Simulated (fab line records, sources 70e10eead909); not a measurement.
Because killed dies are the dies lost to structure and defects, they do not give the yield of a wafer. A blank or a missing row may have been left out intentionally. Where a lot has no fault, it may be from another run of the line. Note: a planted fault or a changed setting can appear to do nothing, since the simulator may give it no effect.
The tool behind it: which one? | flow nand_harc | 13 lots with 39 wafers sampled at 5 steps, on a route of 1302 steps

== WHAT EACH GAUGE READ, for each wafer ==
NHARC_A_DECK1_JOINT_THK_MEAS_17: measures by ellipsometry.
lot  | measured     | on            | thk_nm (nm)
L118 | day 12 10:12 | film_metro-02 | 45.6 43.5 44.7
L119 | day 12 20:02 | film_metro-01 | 43.2 45.4 45.5
L120 | day 12 20:11 | film_metro-02 | 45.4 43.8 46.6
L121 | day 13 18:55 | film_metro-02 | 44.9 45.0 45.7
L124 | day 14 19:23 | film_metro-02 | 45.0 44.8 43.3
L125 | day 15 14:20 | film_metro-01 | 45.9 46.1 45.1
L126 | day 16 04:22 | film_metro-02 | 43.0 43.7 44.9
L127 | day 16 04:26 | film_metro-01 | 45.0 44.1 45.1
L130 | day 17 08:21 | film_metro-01 | 43.7 45.1 46.3
L132 | day 18 12:58 | film_metro-01 | 47.1 43.8 44.9
L134 | day 19 01:32 | film_metro-02 | 46.8 45.8 46.2
L139 | day 21 07:58 | film_metro-02 | 46.4 42.5 46.1
L141 | day 21 21:59 | film_metro-01 | 45.6 46.0 45.1

NHARC_A_ONON_D2_THK_MEAS_02: measures by ellipsometry.
lot  | measured     | on            | thk_nm (nm)
L118 | day 12 10:49 | film_metro-01 | 990 992 992
L119 | day 12 20:40 | film_metro-01 | 1011 1009 1008
L120 | day 12 20:48 | film_metro-01 | 1010 1012 1014
L121 | day 13 19:32 | film_metro-02 | 994 995 997
L124 | day 14 19:59 | film_metro-01 | 1001 999 999
L125 | day 15 14:56 | film_metro-01 | 998 998 996
L126 | day 16 04:59 | film_metro-01 | 1014 1014 1013
L127 | day 16 05:02 | film_metro-02 | 1016 1016 1016
L130 | day 17 08:58 | film_metro-02 | 1003 1003 1005
L132 | day 18 13:35 | film_metro-02 | 1007 647 648
L134 | day 19 02:09 | film_metro-01 | 1005 1006 1006
L139 | day 21 08:35 | film_metro-02 | 1002 1000 999
L141 | day 21 22:35 | film_metro-02 | 999 1001 1000

NHARC_END_SORT_01.
lot  | measured     | on        | killed_at_array | killed_at_other | killed_at_periphery | killed_dies | killed_open | killed_short
L132 | day 30 05:06 | prober-02 | 48 671 673      | 0 0 0           | 7 6 4               | 55 677 677  | 4 5 4       | 3 0 3

== TOOL THAT RAN EACH LOT (tool first, then ch and the chambers of the sampled wafers, then the start) ==
lot  | NHARC_A_CHANNEL_FILL_D1_ETCHBACK_19 | NHARC_A_ONON_D2_DEP_00
L118 | rie_si-06 ch 1,2,3, day 10 01:35    | pecvd_onon-04 ch 0, day 12 10:19
L119 | rie_si-02 ch 1,2, day 10 15:02      | pecvd_onon-01 ch 0, day 12 20:12
L120 | rie_si-03 ch 0,1,3, day 10 15:02    | pecvd_onon-04 ch 0, day 12 20:17
L121 | rie_si-03 ch 2,3, day 11 02:56      | pecvd_onon-04 ch 0, day 13 19:08
L124 | rie_si-03 ch 0,3, day 12 06:44      | pecvd_onon-04 ch 0, day 14 19:32
L125 | rie_si-06 ch 1,2,3, day 13 01:31    | pecvd_onon-04 ch 0, day 15 14:33
L126 | rie_si-06 ch 0,2, day 13 17:37      | pecvd_onon-01 ch 0, day 16 04:32
L127 | rie_si-02 ch 0,2, day 13 20:58      | pecvd_onon-04 ch 0, day 16 04:35
L130 | rie_si-03 ch 0,1, day 14 18:07      | pecvd_onon-03 ch 0, day 17 08:31
L132 | rie_si-03 ch 0,1,2, day 16 00:08    | pecvd_onon-04 ch 0, day 18 13:04
L134 | rie_si-06 ch 1,2,3, day 16 17:03    | pecvd_onon-03 ch 0, day 19 01:42
L139 | rie_si-03 ch 0,2, day 18 20:41      | pecvd_onon-03 ch 0, day 21 08:08
L141 | rie_si-03 ch 1,3, day 19 12:11      | pecvd_onon-03 ch 0, day 21 22:08
- NHARC_A_CHANNEL_FILL_D1_ETCHBACK_19: etches the open film in HBr/Cl2, target depth 5 nm, time 1.7 s.
- NHARC_A_ONON_D2_DEP_00: target thk 1000 nm.

== WHAT THE TOOLS THEMSELVES READ (means of the sampled wafers that have a number; where no wafer has one, the mark that the record gives instead) ==
NHARC_A_CHANNEL_FILL_D1_ETCHBACK_19.
lot  | tool      | drypump_motor_current_A (A) | oes_product_au (a.u.) | throttle_valve_pct (%)
L118 | rie_si-06 | 6.1                         | 0.991                 | 26.400
L119 | rie_si-02 | 5.6                         | 1.006                 | 26.403
L120 | rie_si-03 | 5.5                         | 1.005                 | 26.410
L121 | rie_si-03 | 5.2                         | 0.993                 | 26.402
L124 | rie_si-03 | 5.5                         | 1.000                 | 26.409
L125 | rie_si-06 | 6.1                         | 0.996                 | 26.410
L126 | rie_si-06 | 6.0                         | 0.990                 | 26.394
L127 | rie_si-02 | 5.7                         | 0.994                 | 26.401
L130 | rie_si-03 | 5.7                         | 1.002                 | 26.409
L132 | rie_si-03 | 5.6                         | 1.002                 | 26.401
L134 | rie_si-06 | 6.1                         | 0.989                 | 26.409
L139 | rie_si-03 | 5.5                         | 1.006                 | 26.410
L141 | rie_si-03 | 5.6                         | 1.006                 | 26.401

== THE ANSWER, worked out from the rows above alone ==
Rule: usual is defined by the lots themselves. The widest of any qualifying gaps counts: lots, ordered by their means at a reading, are off when they make up no more than a third of the lots, leave a main group of 4 or more, and stand apart from it by 3 or more times the standard deviation of that group's means. If all means in a main group match to the digits the tables above print for the reading, that group is not used. A lot without any number at a reading at which 4 lots or more have one is off too. All remaining lots with rows at the step are treated as sound. The gauges are gone through in route order, then the tools' own readings, and for those a lot's mean is taken as printed above. At the first step where some lot is off, the reading lying furthest off is the one used; lots without a number count as furthest.
Off: L132 (NHARC_A_ONON_D2_THK_MEAS_02, thk_nm). Mean 1004 nm and standard deviation 7.4 in the main group.
A tool fits if, at a process step before that reading, it ran every lot that is off, and no sound lot after the first of them. Gauges at NHARC_A_ONON_D2_THK_MEAS_02: tried the same way as those tools. One fits: pecvd_onon-04 at NHARC_A_ONON_D2_DEP_00. A fault onset in the window from L127 (day 16 04:35, its last sound lot) to L132 (day 18 13:04, its first lot off) fits.

== WHAT THE SIMULATOR HAD INSERTED ==
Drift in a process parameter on pecvd_onon-04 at NHARC_A_ONON_D2_DEP_00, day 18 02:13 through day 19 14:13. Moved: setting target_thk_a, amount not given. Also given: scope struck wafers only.
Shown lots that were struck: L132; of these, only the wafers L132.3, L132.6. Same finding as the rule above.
